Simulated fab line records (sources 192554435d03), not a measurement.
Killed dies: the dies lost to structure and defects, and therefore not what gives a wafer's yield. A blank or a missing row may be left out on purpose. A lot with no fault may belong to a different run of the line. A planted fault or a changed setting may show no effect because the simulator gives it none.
Problem report in the 8D (eight disciplines) form, filled by code	flow n5-finfet	the parts of the form that need people (team, actions taken, sign-off) are left out

== 1. WHAT WENT WRONG ==
Across 3 wafers from 3 lots, M8_THK at N5_BEOL_M8_THK_MEAS_53 averages 184.6 nm, while fault-free wafers read 78.8 nm with a standard deviation of 2.4. That puts it +44 standard deviations away from the usual mean.
The step: measures by xrf.
Seen first at day 11 06:16 on film-metro-02, wafer L706.3. At this step, 27 wafers from 9 lots have a number in the record. By rule, "out" or "out of limits" means more than 4 standard deviations away from the usual mean. Any other wafer with a number is counted as sound.

== 2. WHAT IT IS; WHAT IT IS NOT ==
question	is	is not
which readings at this step	M8_THK	-
which lots	L706, L707, L708	L705, L715, L717, L721, L723, L724
which wafers of those lots	L706.3, L707.3, L708.1	L706.4, L706.6, L707.2, L707.6, L708.4, L708.6
read on which gauges	film-metro-02	film-metro-01
when	from day 11 06:16	up to then (5 sound wafers); but 19 sound wafers of L707, L708, L715, L717, L721, L723, L724 came after

== 3. SUSPECTS, AND WHAT RULES EACH OUT ==
Counting: any tool at a process step up to the reading remains a suspect provided it ran every lot that is out. Sound lots after the first of them don't rule it out here, since some wafers of a struck lot are sound.
- the gauge at N5_BEOL_M8_THK_MEAS_53: ruled out. All the wafers that are out were read on film-metro-02, but those of them that N5_BEOL_M8_CMP_52 has rows for are out there too, on other tools.
- cmp-04 at N5_BEOL_M8_CMP_52 (polishes, stops on SiCOH lowk, t overpolish 6.9 s, target thk 80 nm): kept. Every lot that is out went through it, the first being L706 (day 11 06:01); the last sound lot it ran before that was L705 (day 10 08:39). Its own barrier-field-endpoint-s, overpolish-run-s, time-to-endpoint-s readings are out on those wafers.
Left after counting: cmp-04 at N5_BEOL_M8_CMP_52.

== 4. THE CAUSE (what the simulator had put in) ==
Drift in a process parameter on cmp-04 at N5_BEOL_M8_CMP_52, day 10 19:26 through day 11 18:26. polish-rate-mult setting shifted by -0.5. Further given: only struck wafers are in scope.
After counting, this tool was the only one left.

== 5. SEQUENCE OF EFFECTS, ordered by route ==
Each row: a reading whose mean over the struck wafers that have a number lies more than 3 standard deviations from the usual. Only readings for which the record gives a usual standard deviation are gone through. hours: the time from each lot's start at the first step in this table that gives one to its start at this step, as a median over the lots. sigmas: the change in usual standard deviations.
hours	step	reading	usual	on struck wafers	change	sigmas
0	N5_BEOL_M8_CMP_52	barrier-field-endpoint-s	28.4 s	46.7	+18.3	+21
0	N5_BEOL_M8_CMP_52	overpolish-run-s	6.900 s	0.040	-6.860	-99 or more
0	N5_BEOL_M8_CMP_52	time-to-endpoint-s	61 s	82	+21	+5.4
0	N5_BEOL_M8_THK_MEAS_53	M8_THK	78.8 nm	184.6	+105.8	+44
0	N5_BEOL_M8_INSPECT_58	raw-defect-count	76	1100	+1024	+41
65	N5_PASSIVATION_PROBE_49	defect-limited-yield	91.7 %	0.0	-91.7	-66
65	N5_PASSIVATION_PROBE_49	killed_at_M4_up	13	1104	+1091	+99 or more
65	N5_PASSIVATION_PROBE_49	killed-dies	98	1180	+1082	+68
65	N5_PASSIVATION_PROBE_49	killed-on-rim	13	152	+139	+33
65	N5_PASSIVATION_PROBE_49	sort-n-pass	1080	0	-1080	-47
65	N5_PASSIVATION_PROBE_49	sort-yield-pct	91.5 %	0.0	-91.5	-48
It contains these process steps:
- N5_BEOL_M8_CMP_52: polishes, stops on SiCOH lowk, t overpolish 6.9 s, target thk 80 nm.
- N5_PASSIVATION_PROBE_49

== 6. WHAT WOULD HAVE CAUGHT IT SOONER ==
In this record the first reading out of limits at a measuring or inspecting step was taken at day 11 06:16, 11 hours after the fault began at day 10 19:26.
The tool's own readings at N5_BEOL_M8_CMP_52 were out on every struck wafer that the step has a row for (barrier-field-endpoint-s, overpolish-run-s, time-to-endpoint-s): an alarm limit on them would have fired on the first of those.
Lots out: 3; of these, L708, L707 started N5_BEOL_M8_CMP_52 on cmp-04 after day 11 06:16. A hold on the tool at that time would have spared those 2.
